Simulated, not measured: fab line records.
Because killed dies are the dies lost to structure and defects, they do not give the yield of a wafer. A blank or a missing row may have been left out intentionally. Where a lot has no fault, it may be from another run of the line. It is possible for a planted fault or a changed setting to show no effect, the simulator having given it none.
fab line records	flow n5Finfet
record: lots: 7	wafers: 39
route steps=1938 shown FIN_SAQP@130 SD_EPI_N@278 HKMG_FIN@403 MOL_CONTACT_COAG@584 BEOL_M0@731 BEOL_M2@844 BEOL_M4@1083
startH: start of the lot's first displayed wafer, in hours after the record's first day	waitH: how many hours have passed since the lot's step before this one	" identical to the entry in the row above	L1.1+2: several wafers, shown together as one row	- no value, or no start was given	* or withheld: withheld	< > ~ a bound
route shown NAME@n: a module of which the file shows steps, and the number in the route of the first	usual: mean/standard deviation of fault-free wafers	same: alike in all rows	chamber/n: place in a boat	sites: per-site readings	_std_site: the values' standard deviation	_edge_site: outer sites' mean less inner sites'	radiusMm: for every site, how far away it sits from the centre of the wafer	mask NAME#n: copy n	behind: tool/chamber where the wafer was last shaped	hold: the reason the lot was held/the length of the hold in hours/how it ended	device: whichever transistor did not switch (one of n, p or np)	end of line: the tests these same wafers got at the end of their route	where a step has no rows: the recipe by itself	killed: count of dies lost to structure and defects at first sort (not the wafer's yield)	map: the dies of a wafer, with x for killed, . for not killed, _ for no die there
set.NAME: the setting that was run; set.NAME@STEP: the one run at that earlier step	model.NAME: the simulator's own value behind a step, which no gauge read
lots run with intentionally changed settings; tables by step, rows by wafer
== steps ==
step: N5_FIN_SAQP_ETCH_65
recipe: chemistry: CF4	target: SiO2	targetDepthA: 40	ionEnergyEv: 350	timeS: 4.4	pressureMtorr: 10	icpW: 800	biasW: 400	cf4FlowSccm: 80
lot.wafer	tool	chamber	startH	waitH	set.timeS	model.etch.depthNm
L074.1	rieSi-04	0	25.11	0.1	6.611	5.99
L074.2	"	2	"	"	4.4	4.134
L074.3	"	3	"	"	4.4	4.152
L074.4	"	1	"	"	4.4	4.167
L074.5	"	3	"	"	6.611	6.265
L074.6	"	0	"	"	6.611	6.047
L078.1	rieSi-04	2	48.68	0.1	4.4	4.052
L078.2	"	3	"	"	4.4	4.125
L078.3	"	1	"	"	4.4	4.1
L078.4	"	0	"	"	6.437	5.821
L078.5	"	3	"	"	6.437	6.065
L078.6	"	0	"	"	6.437	5.793
L079.1	rieSi-05	0	56.10	0.1	4.4	3.991
L079.2	"	1	"	"	4.4	4.134
L079.3	"	2	"	"	4.4	3.854
L079.4	"	3	"	"	4.4	4.051
L079.5	"	2	"	"	4.4	3.833
L079.6	"	3	"	"	4.4	4.017
L082.2	rieSi-01	2	72.26	0.1	4.4	3.993
L082.3	"	1	"	"	4.4	3.959
L082.6	"	0	"	"	4.4	3.955
L085.1	rieSi-05	1	90.22	0.1	4.4	4.207
L085.2	"	2	"	"	4.4	3.908
L085.3	"	3	"	"	5.645	5.219
L085.4	"	0	"	"	4.4	3.995
L085.5	"	2	"	"	5.645	4.949
L085.6	"	3	"	"	5.645	5.242
L089.1	rieSi-01	0	114.24	0.1	5.333	4.806
L089.2	"	1	"	"	5.333	4.785
L089.3	"	2	"	"	4.4	3.981
L089.4	"	3	"	"	4.4	3.992
L089.5	"	3	"	"	4.4	3.924
L089.6	"	2	"	"	5.333	4.873
L090.1	rieSi-04	1	121.38	0.1	4.4	4.134
L090.2	"	3	"	"	4.4	4.184
L090.3	"	2	"	"	2.095	1.955
L090.4	"	0	"	"	2.095	1.893
L090.5	"	2	"	"	2.095	1.952
L090.6	"	1	"	"	4.4	4.132
step: N5_SD_EPI_N_ETCH_45
recipe: chemistry: CH3F/O2	target: SiOCN	targetDepthA: 60	maskMaterial: SOC	ionEnergyEv: 60	biasW: 29	pressureMtorr: 15	sourceW: 410	Ar_flow_sccm: 150	CH3F_flow_sccm: 30	O2_flow_sccm: 20
lot.wafer	tool	chamber	startH	waitH	set.targetDepthA	model.etch.depthNm
L074.1	rieDiel-06	0	49.69	0.1	81.89	8.065
L074.2	"	2	"	"	60	6.014
L074.3	"	3	"	"	81.89	8.293
L074.4	"	1	"	"	60	5.989
L074.5	"	3	"	"	60	6.115
L074.6	"	0	"	"	81.89	8.084
L078.1	rieDiel-06	2	72.89	0.1	72.29	7.114
L078.2	"	1	"	"	72.29	7.17
L078.3	"	3	"	"	60	5.965
L078.4	"	3	"	"	60	6.019
L078.5	"	1	"	"	60	5.97
L078.6	"	2	"	"	72.29	7.098
L079.1	rieDiel-06	3	80.16	0.1	60	6.038
L079.2	"	2	"	"	60	5.978
L079.3+5	"	1,3	"	"	83.89	8.397
L079.4	"	1	"	"	83.89	8.399
L079.6	"	2	"	"	60	5.938
L082.2	rieDiel-06	2	97.57	0.1	60	5.906
L082.3	"	0	"	"	60	5.956
L082.6	"	1	"	"	60	5.909
L085.1	rieDiel-06	1	116.83	0.1	60	5.89
L085.2	"	0	"	"	60	6.077
L085.3	"	3	"	"	60	5.991
L085.4	"	2	"	"	60	5.882
L085.5	"	2	"	"	60	5.878
L085.6	"	3	"	"	60	6.021
L089.1	rieDiel-05	3	138.50	0.1	60	5.967
L089.2	"	2	"	"	60	6.119
L089.3	"	1	"	"	26.62	2.699
L089.4	"	0	"	"	26.62	2.627
L089.5	"	1	"	"	60	6.123
L089.6	"	0	"	"	26.62	2.641
L090.1	rieDiel-06	3	146.43	0.1	60	6.052
L090.2	"	0	"	"	60	6.138
L090.3	"	2	"	"	60	5.91
L090.4	"	1	"	"	60	6.013
L090.5	"	2	"	"	60	5.903
L090.6	"	3	"	"	60	6.072
step: N5_HKMG_FIN_ETCH_55
recipe: chemistry: N2/H2	target: SOC	targetDepthA: 2400	tempC: 40	timeS: 300	ionEnergyEv: 200	maskMaterial: SiARC	pressureMtorr: 30	sourceW: 840	biasW: 150	n2FlowSccm: 200	h2FlowSccm: 200
lot.wafer	tool	chamber	startH	waitH	set.timeS	model.HKMG_FIN.featureDepthNm	model.etch.depthNm	model.SiARC_of_HKMG_FIN_COAT_42.thkNm
L074.1	rieDiel-04	0	71.37	0.0	300	240	240	20.8
L074.2	"	2	"	"	300	248.4	248.5	20.4
L074.3	"	1	"	"	355.7	291.4	291.5	17.6
L074.4	"	3	"	"	355.7	295.6	295.6	17.8
L074.5	"	0	"	"	355.7	283	283	18.2
L074.6	"	3	"	"	300	248.2	248.3	20.6
L078.1	rieDiel-05	3	94.47	0.0	300	238.4	238.4	21.2
L078.2	"	1	"	"	384.8	309	309.1	16.6
L078.3	"	0	"	"	384.8	300.6	300.6	17.8
L078.4	"	3	"	"	384.8	303.2	303.2	17.4
L078.5	"	0	"	"	300	233	233	21.8
L078.6	"	1	"	"	300	242.4	242.3	20.4
L079.1	rieDiel-06	0	103.72	0.0	169.2	136.6	136.6	27.2
L079.2	"	3	"	"	300	242.2	242.1	21
L079.3	"	2	"	"	300	234	234	21
L079.4	"	1	"	"	300	233	232.9	21
L079.5	"	3	"	"	169.2	134.4	134.4	27
L079.6	"	2	"	"	169.2	133	133.1	27
L082.2	rieDiel-04	1	122.40	0.0	300	244.2	244.1	20.6
L082.3	"	2	"	"	300	248.4	248.4	20.4
L082.6	"	0	"	"	300	242.8	242.9	20.6
L085.1	rieDiel-04	2	138.89	0.0	300	248.6	248.6	20.4
L085.2	"	3	"	"	200.6	166.2	166.1	25.4
L085.3	"	0	"	"	200.6	162.6	162.7	25.4
L085.4	"	1	"	"	200.6	163.2	163.2	25.4
L085.5	"	3	"	"	300	250	249.9	20.4
L085.6	"	0	"	"	300	241.2	241.3	20.8
L089.1	rieDiel-05	2	177.88	0.0	300	245.2	245.3	21
L089.2	"	0	"	"	214.3	165.6	165.6	25.6
L089.3	"	1	"	"	300	239.2	239.2	20.6
L089.4	"	3	"	"	214.3	171.4	171.5	25
L089.5	"	2	"	"	214.3	175.8	175.8	25
L089.6	"	1	"	"	300	239.6	239.5	20.6
L090.1	rieDiel-04	1	178.05	0.0	300	247	247	20.6
L090.2	"	0	"	"	300	239.8	239.7	20.8
L090.3	"	3	"	"	300	251	251	20.4
L090.4	"	2	"	"	300	250.2	250.2	20.4
L090.5	"	1	"	"	300	244	243.9	20.6
L090.6	"	0	"	"	300	241	241	20.8
step: N5_MOL_CONTACT_COAG_ETCHBACK_135
recipe: chemistry: CHF3	target: SiO2	targetDepthA: 250	timeS: 16.7	ionEnergyEv: 200	pressureMtorr: 30	sourceW: 610	biasW: 170	Ar_flow_sccm: 200	CHF3_flow_sccm: 50
lot.wafer	tool	chamber	startH	waitH	set.targetDepthA	model.SOC_of_MOL_CONTACT_COAG_COAT_75.thkNm
L074.1+4	rieDiel-04	0,3	97.42	0.0	339.1	56.2
L074.2+5	"	2	"	"	250	57.4
L074.3	"	1	"	"	250	57.2
L074.6	"	3	"	"	339.1	56.4
L078.1+5	rieDiel-05	3,1	122.27	0.0	250	57.2
L078.2	"	0	"	"	250	57.4
L078.3	"	1	"	"	312.1	56.4
L078.4	"	3	"	"	312.1	56.6
L078.6	"	0	"	"	312.1	56.8
L079.1+2+3+5+6	rieDiel-04	2,3,0,2,1	130.24	0.0	250	57.4
L079.4	"	1	"	"	250	57.6
L082.2+3	rieDiel-06	1,0	146.95	0.0	250	57
L082.6	"	0	"	"	250	56.8
L085.1+3+5	rieDiel-06	0,3,2	166.24	0.0	142.1	58.6
L085.2	"	2	"	"	250	57.6
L085.4+6	"	1,3	"	"	250	57.4
L089.1+4+5+6	rieDiel-05	3,0,0,1	208.20	0.0	250	57.4
L089.2+3	"	1,2	"	"	250	57.2
L090.1	rieDiel-04	2	208.36	0.0	366.1	56
L090.2+4+6	"	1,0,3	"	"	250	57.4
L090.3	"	3	"	"	366.1	56.2
L090.5	"	0	"	"	366.1	56.4
step: N5_MOL_CONTACT_COAG_STRIP_118
recipe: chemistry: CHF3	resist: SiARC	rfFrequencyHz: 6e+07
step: N5_MOL_CONTACT_COAG_VIA_ETCH_46
recipe: chemistry: C4F6/O2	targetDepthA: 460	overetchA: 92	maskMaterial: SOC	target: SiO2	biasW: 455	pressureMtorr: 10	timeS: 40	sourceW: 325	Ar_flow_sccm: 300	C4F6_flow_sccm: 10	O2_flow_sccm: 10	ionEnergyEv: 575.3	ends: endPoint
lot.wafer	tool	chamber	startH	waitH	set.targetDepthA@MOL_CONTACT_COAG_ETCHBACK_135	model.SOC_of_MOL_CONTACT_COAG_COAT_75.thkNm
L074.1	rieDiel-04	0	97.45	0.0	339.1	49.4
L074.2+5	"	2	"	"	250	50.4
L074.3	"	1	"	"	250	50.6
L074.4	"	3	"	"	339.1	49.6
L074.6	"	3	"	"	339.1	49.8
L078.1	rieDiel-05	3	122.31	0.0	250	50.8
L078.2	"	0	"	"	250	51
L078.3	"	1	"	"	312.1	49.8
L078.4	"	3	"	"	312.1	50
L078.5	"	1	"	"	250	50.4
L078.6	"	0	"	"	312.1	50.2
L079.1+2+5	rieDiel-04	2,3,2	130.28	0.0	250	50.6
L079.3+6	"	0,1	"	"	250	50.8
L079.4	"	1	"	"	250	51
L082.2	rieDiel-06	1	146.98	0.0	250	50.6
L082.3	"	0	"	"	250	50.4
L082.6	"	0	"	"	250	50.2
L085.1+3	rieDiel-06	0,3	166.27	0.0	142.1	51.8
L085.2	"	2	"	"	250	51
L085.4+6	"	1,3	"	"	250	50.8
L085.5	"	2	"	"	142.1	52
L089.1	rieDiel-05	3	208.23	0.0	250	50.8
L089.2	"	1	"	"	250	50.4
L089.3+6	"	2,1	"	"	250	50.6
L089.4+5	"	0	"	"	250	51
L090.1	rieDiel-04	2	208.39	0.0	366.1	49.2
L090.2	"	1	"	"	250	50.8
L090.3	"	3	"	"	366.1	49.4
L090.4+6	"	0,3	"	"	250	50.6
L090.5	"	0	"	"	366.1	49.6
step: N5_BEOL_M0_ALD_136
recipe: material: TaN	targetThkA: *	tempC: 275	aldPrecursorFamily: PDMAT	aldCoReactant: NH3	pressureTorr: 3	carrierFlowSccm: 1500	pulseTimeS: 2	purgeTimeS: 3	coReactantPurgeTimeS: 2	coReactantPulseTimeS: 3	aldCycles: 30	precursorVesselTempC: 75	precursorVesselPressureTorr: 26.25	precursorVesselCarrierSccm: 1000
lot.wafer	tool	chamber	startH	waitH	set.aldCycles	model.TaN_of_BEOL_M0_ALD_136.thkNm
L074.1+2+3	aldMetal-02	3,2,1	115.14	0.2	30	*
L074.4+5+6	"	0,3,0	"	"	13	*
L078.1+4+6	aldMetal-02	0,2,2	141.48	0.0	30	*
L078.2+3+5	"	1,3,1	"	"	23	*
L079.1+3+6	aldMetal-01	3,2,3	145.10	0.2	30	*
L079.2	"	1	"	"	42	*
L079.4+5	"	0,2	"	"	42	*
L082.2	aldMetal-01	0	162.10	0.0	30	*
L082.3+6	"	1	"	"	30	*
L085.1+3+4+6	aldMetal-01	2,3,0,0	184.31	0.0	30	*
L085.2+5	"	1	"	"	30	*
L089.1+2+3	aldMetal-02	1,0,3	225.96	0.1	20	*
L089.4+5+6	"	2,0,1	"	"	30	*
L090.1+4+5	aldMetal-02	2,3,1	229.50	0.0	38	*
L090.2+3+6	"	1,0,2	"	"	30	*
step: N5_BEOL_M0_SURFACE_TREAT_137
recipe: gas: Ar	timeS: *	ionEnergyEv: *	ionCurrentMaCm2: 0.5	pressureMtorr: *	arFlowSccm: 30
step: N5_BEOL_M0_CVD_115
recipe: material: Co	targetThkA: *	tempC: withheld	precursor: CCTBA/H2	pressureTorr: 30	timeS: 120
step: N5_BEOL_M0_ECD_118
recipe: material: Cu	targetThkA: 3000
step: N5_BEOL_M0_ANNEAL_119
recipe: tempC: 225	timeS: 90	ambient: N2
step: N5_BEOL_M0_CMP_120
recipe: stopOn: SiOC	tOverpolishS: 6.9	downForcePsi: 1	platenRpm: 50	clearingPlatenDownForcePsi: 1.5	clearingPlatenRpm: 50	postCmpClean: cuAlkaline	clearingPlatenPadVelocityMS: 0.99484	padVelocityMS: 0.99484
usual: barrierFieldEndpointS: 3.61/0.11
lot.wafer	tool	chamber	startH	waitH	set.aldCycles@BEOL_M0_ALD_136	barrierFieldEndpointS
L074.3	cmp-04	2	118.36	0.3	30	3.71
L074.1	"	3	"	"	30	3.65
L074.4	"	0	"	"	13	2.76
L074.2	"	1	"	"	30	3.85
L074.5	"	2	"	"	13	2.62
L074.6	"	3	"	"	13	2.74
L078.4	cmp-04	0	143.54	0.1	30	3.51
L078.2	"	1	"	"	23	3.07
L078.3	"	2	"	"	23	3.13
L078.1	"	3	"	"	30	3.48
L078.5	"	0	"	"	23	3.15
L078.6	"	1	"	"	30	3.63
L079.1	cmp-01	0	147.97	0.3	30	3.68
L079.2	"	1	"	"	42	4.56
L079.4	"	2	"	"	42	4.29
L079.3	"	3	"	"	30	3.81
L079.5	"	0	"	"	42	4.42
L079.6	"	1	"	"	30	3.78
L082.3	cmp-03	0	165.72	0.2	30	3.70
L082.2	"	1	"	"	30	3.68
L082.6	"	1	"	"	30	3.65
L085.1	cmp-03	0	186.14	0.5	30	3.72
L085.3	"	1	"	"	30	3.82
L085.4	"	2	"	"	30	3.78
L085.2	"	3	"	"	30	3.61
L085.5	"	0	"	"	30	3.58
L085.6	"	1	"	"	30	3.71
L089.3	cmp-01	1	228.11	0.2	20	3.16
L089.2	"	2	"	"	20	3.05
L089.1	"	3	"	"	20	2.99
L089.4	"	0	"	"	30	3.73
L089.6	"	1	"	"	30	3.73
L089.5	"	2	"	"	30	3.72
L090.2	cmp-04	2	231.96	1.1	30	3.42
L090.3	"	3	"	"	30	3.46
L090.4	"	0	"	"	38	3.99
L090.1	"	1	"	"	38	4.02
L090.6	"	2	"	"	30	3.41
L090.5	"	3	"	"	38	3.94
step: N5_BEOL_M2_HM_DEP_02
recipe: material: TiN	targetThkA: 200	tempC: 25	chamberPressurePa: 0.49996
lot.wafer	tool	chamber	startH	waitH	set.targetThkA	model.TiN_of_BEOL_M2_HM_DEP_02.thkNm
L074.1+2+4	pvdSputter-03	-	135.40	2.2	151.5	15.2
L074.3	"	-	"	"	200	20.4
L074.5	"	-	"	"	200	20.2
L074.6	"	-	"	"	200	19.8
L078.1+4	pvdSputter-03	-	152.16	0.7	255.4	25.6
L078.2+3	"	-	"	"	200	19.8
L078.5	"	-	"	"	255.4	25.4
L078.6	"	-	"	"	200	20
L079.1	pvdSputter-01	-	166.65	0.6	290.5	29.2
L079.2+3	"	-	"	"	200	20.2
L079.4+6	"	-	"	"	290.5	29
L079.5	"	-	"	"	200	20.4
L082.2	pvdSputter-03	-	179.74	0.6	200	20.4
L082.3	"	-	"	"	200	20.2
L082.6	"	-	"	"	200	19.8
L085.1+2+3+6	pvdSputter-01	-	197.52	0.4	200	19.8
L085.4+5	"	-	"	"	200	20
L089.1	pvdSputter-01	-	236.77	0.0	200	20
L089.2+5	"	-	"	"	84.13	8.4
L089.3	"	-	"	"	84.13	8.2
L089.4	"	-	"	"	200	19.6
L089.6	"	-	"	"	200	19.8
L090.1+5	pvdSputter-02	-	240.03	0.1	200	20
L090.2+3	"	-	"	"	300.6	30
L090.4	"	-	"	"	300.6	30.2
L090.6	"	-	"	"	200	20.4
step: N5_BEOL_M2_COAT_61
recipe: resist: SOC	tempC: 250	timeS: 60	spinRpm: 1500	resistThkNm: 60
step: N5_BEOL_M2_COAT_62
recipe: resist: SiARC	tempC: 220	timeS: 60	spinRpm: 1500	resistThkNm: 12
step: N5_BEOL_M2_STRIP_75
recipe: chemistry: N2/H2	tempC: 40	n2FlowSccm: 200	h2FlowSccm: 200	rfFrequencyHz: 6e+07
step: N5_BEOL_M2_STRIP_66
recipe: chemistry: CF4	resist: SiARC	powerW: 300	biasPowerW: 75	pressureMtorr: 50	cf4FlowSccm: 150	rfFrequencyHz: 6e+07
step: N5_BEOL_M2_HM_OPEN_17
recipe: chemistry: Cl2/BCl3	targetDepthA: 200	overetchA: 60	target: TiN	maskMaterial: SOC	ionEnergyEv: 150	pressureMtorr: 10	icpW: 1000	biasW: 126	Cl2_flow_sccm: 53.25	bcl3FlowSccm: 21.75	Ar_flow_sccm: 25
lot.wafer	tool	chamber	startH	waitH	set.targetThkA@BEOL_M2_HM_DEP_02	model.etch.depthNm
L074.1	rieMetal-01	0	136.40	0.1	151.5	15.24
L074.2	"	1	"	"	151.5	15.13
L074.3	"	0	"	"	200	20.34
L074.4	"	1	"	"	151.5	15.2
L074.5	"	1	"	"	200	20.1
L074.6	"	0	"	"	200	19.88
L078.1	rieMetal-03	0	152.94	0.0	255.4	25.18
L078.2	"	1	"	"	200	19.85
L078.3	"	0	"	"	200	19.9
L078.4	"	1	"	"	255.4	25.58
L078.5	"	0	"	"	255.4	25.04
L078.6	"	1	"	"	200	19.97
L079.1	rieMetal-01	0	167.59	0.0	290.5	25.72
L079.2	"	1	"	"	200	20.19
L079.3	"	0	"	"	200	20.14
L079.4	"	1	"	"	290.5	26.17
L079.5	"	0	"	"	200	20.4
L079.6	"	1	"	"	290.5	26.07
L082.2	rieMetal-02	0	180.53	0.0	200	20.35
L082.3	"	1	"	"	200	20.22
L082.6	"	1	"	"	200	19.86
L085.1	rieMetal-02	1	198.56	0.0	200	19.74
L085.2	"	0	"	"	200	19.87
L085.3+6	"	1,0	"	"	200	19.76
L085.4	"	0	"	"	200	19.93
L085.5	"	1	"	"	200	20
L089.1	rieMetal-03	0	237.66	0.0	200	19.97
L089.2	"	1	"	"	84.13	8.429
L089.3	"	1	"	"	84.13	8.275
L089.4	"	0	"	"	200	19.68
L089.5	"	1	"	"	84.13	8.42
L089.6	"	0	"	"	200	19.83
L090.1	rieMetal-03	0	240.80	0.0	200	20.05
L090.2	"	1	"	"	300.6	26.08
L090.3	"	1	"	"	300.6	25.8
L090.4	"	0	"	"	300.6	25.28
L090.5	"	1	"	"	200	20.08
L090.6	"	0	"	"	200	20.34
step: N5_BEOL_M2_STRIP_19
recipe: chemistry: O2	powerW: 400	tempC: 40	pressureMtorr: 30	rfFrequencyHz: 6e+07	biasPowerW: 0	overashFraction: 0.2	o2FlowSccm: 225
step: N5_BEOL_M2_ETCH_41
recipe: chemistry: CH3F/O2	target: SiCN	targetDepthA: 299	taperDeg: 2	timeS: 52.5	ionEnergyEv: 120	maskMaterial: TiN	pressureMtorr: 30	sourceW: 395	biasW: 75	Ar_flow_sccm: 150	CH3F_flow_sccm: 30	O2_flow_sccm: 20
step: N5_BEOL_M2_STRIP_97
recipe: chemistry: N2/H2	timeS: 10	powerW: 450	tempC: 40	pressureMtorr: 20	rfFrequencyHz: 6e+07	biasPowerW: 7	n2FlowSccm: 200	h2FlowSccm: 200
step: N5_BEOL_M2_OCD_MEAS_38
usual: trenchDepthNm: 55.7/0.96
lot.wafer	tool	chamber	startH	waitH	set.targetThkA@BEOL_M2_HM_DEP_02	trenchDepthNm
L074.1	ocd-02	-	144.23	-	151.5	54.8
L074.2	"	-	"	"	151.5	55.9
L074.3	"	-	"	"	200	54.7
L074.4	"	-	"	"	151.5	55.9
L074.5	"	-	"	"	200	56.0
L074.6	"	-	"	"	200	54.0
L078.1	ocd-01	-	156.44	-	255.4	53.9
L078.2	"	-	"	"	200	54.6
L078.3	"	-	"	"	200	54.2
L078.4	"	-	"	"	255.4	56.0
L078.5	"	-	"	"	255.4	54.5
L078.6	"	-	"	"	200	53.6
L079.1	ocd-02	-	174.74	-	290.5	8.5
L079.2	"	-	"	"	200	54.5
L079.3	"	-	"	"	200	57.0
L079.4	"	-	"	"	290.5	19.7
L079.5	"	-	"	"	200	56.0
L079.6	"	-	"	"	290.5	16.8
L082.2	ocd-02	-	186.14	-	200	55.8
L082.3	"	-	"	"	200	54.8
L082.6	"	-	"	"	200	57.1
L085.1	ocd-02	-	200.86	-	200	56.6
L085.2	"	-	"	"	200	55.8
L085.3	"	-	"	"	200	53.8
L085.4	"	-	"	"	200	56.6
L085.5	"	-	"	"	200	55.1
L085.6	"	-	"	"	200	53.9
L089.1	ocd-01	-	239.21	-	200	54.3
L089.2	"	-	"	"	84.13	56.7
L089.3	"	-	"	"	84.13	56.8
L089.4	"	-	"	"	200	54.9
L089.5	"	-	"	"	84.13	53.9
L089.6	"	-	"	"	200	56.8
L090.1	ocd-02	-	247.57	-	200	56.8
L090.2	"	-	"	"	300.6	5.3
L090.3	"	-	"	"	300.6	3.0
L090.4	"	-	"	"	300.6	0.7
L090.5	"	-	"	"	200	56.5
L090.6	"	-	"	"	200	55.7
step: N5_BEOL_M4_CVD_47
recipe: material: Co	targetThkA: 30	tempC: withheld	precursor: CCTBA/H2	pressureTorr: 30	timeS: 223.8
lot.wafer	tool	chamber	startH	waitH	set.targetThkA	model.Co_of_BEOL_M4_CVD_47.thkNm
L074.1+6	cvdCo-02	0	172.60	0.1	30	2.8
L074.2+3+4+5	"	2,1,2,1	"	"	30	3
L078.1	cvdCo-01	2	198.75	0.0	42.64	4.2
L078.2+5+6	"	1,2,0	"	"	30	3
L078.3	"	0	"	"	42.64	4.4
L078.4	"	1	"	"	42.64	4
L079.1+2+5	cvdCo-02	2,1,0	201.26	0.0	30	3
L079.3+6	"	0,2	"	"	43.01	4.2
L079.4	"	1	"	"	43.01	4.6
L082.2	cvdCo-02	0	207.54	0.2	30	2.8
L082.3	"	2	"	"	30	3
L082.6	"	2	"	"	30	3.2
L085.1+3+4+6	cvdCo-01	0,2,0,1	225.90	0.1	30	3
L085.2	"	1	"	"	30	2.8
L085.5	"	2	"	"	30	2.6
L089.1+5+6	cvdCo-02	0,2,0	258.04	0.0	30	3
L089.2+3	"	2,1	"	"	12.68	1.2
L089.4	"	1	"	"	12.68	1.4
L090.1+2	cvdCo-01	1,2	267.89	0.1	30	3
L090.3	"	0	"	"	40.47	3.8
L090.4+6	"	2,0	"	"	40.47	4
L090.5	"	1	"	"	30	2.8
== key ==
split: step: N5_FIN_SAQP_ETCH_65	setting: timeS	stated: 4.4	by: wafer
response: step: N5_FIN_SAQP_ETCH_65	reading: model.etch.depthNm	change: +0.04	per: 1%	r: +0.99
split: step: N5_SD_EPI_N_ETCH_45	setting: targetDepthA	stated: 60	by: wafer
response: step: N5_SD_EPI_N_ETCH_45	reading: model.etch.depthNm	change: +0.0601	per: 1%	r: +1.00
split: step: N5_HKMG_FIN_ETCH_55	setting: timeS	stated: 300	by: wafer
response: step: N5_HKMG_FIN_ETCH_55	reading: model.HKMG_FIN.featureDepthNm	change: +2.4	per: 1%	r: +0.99
response: step: N5_HKMG_FIN_ETCH_55	reading: model.etch.depthNm	change: +2.4	per: 1%	r: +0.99
response: step: N5_HKMG_FIN_ETCH_55	reading: model.SiARC_of_HKMG_FIN_COAT_42.thkNm	change: -0.144	per: 1%	r: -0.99
split: step: N5_MOL_CONTACT_COAG_ETCHBACK_135	setting: targetDepthA	stated: 250	by: wafer
response: step: N5_MOL_CONTACT_COAG_ETCHBACK_135	reading: model.SOC_of_MOL_CONTACT_COAG_COAT_75.thkNm	change: -0.027	per: 1%	r: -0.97
response: step: N5_MOL_CONTACT_COAG_VIA_ETCH_46	reading: model.SOC_of_MOL_CONTACT_COAG_COAT_75.thkNm	change: -0.0256	per: 1%	r: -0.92
split: step: N5_BEOL_M0_ALD_136	setting: aldCycles	stated: 30	by: wafer
response: step: N5_BEOL_M0_ALD_136	reading: model.TaN_of_BEOL_M0_ALD_136.thkNm	change: *	per: 1%	r: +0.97
response: step: N5_BEOL_M0_CMP_120	reading: barrierFieldEndpointS	change: +0.0183	per: 1%	r: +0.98
split: step: N5_BEOL_M2_HM_DEP_02	setting: targetThkA	stated: 200	by: wafer
response: step: N5_BEOL_M2_HM_DEP_02	reading: model.TiN_of_BEOL_M2_HM_DEP_02.thkNm	change: +0.198	per: 1%	r: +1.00
response: step: N5_BEOL_M2_HM_OPEN_17	reading: model.etch.depthNm	change: +0.158	per: 1%	r: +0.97
response: step: N5_BEOL_M2_OCD_MEAS_38	reading: trenchDepthNm	shape: bent	atLowest: 55.8	atStated: 55.4	atHighest: 3.0
split: step: N5_BEOL_M4_CVD_47	setting: targetThkA	stated: 30	by: wafer
response: step: N5_BEOL_M4_CVD_47	reading: model.Co_of_BEOL_M4_CVD_47.thkNm	change: +0.0297	per: 1%	r: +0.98
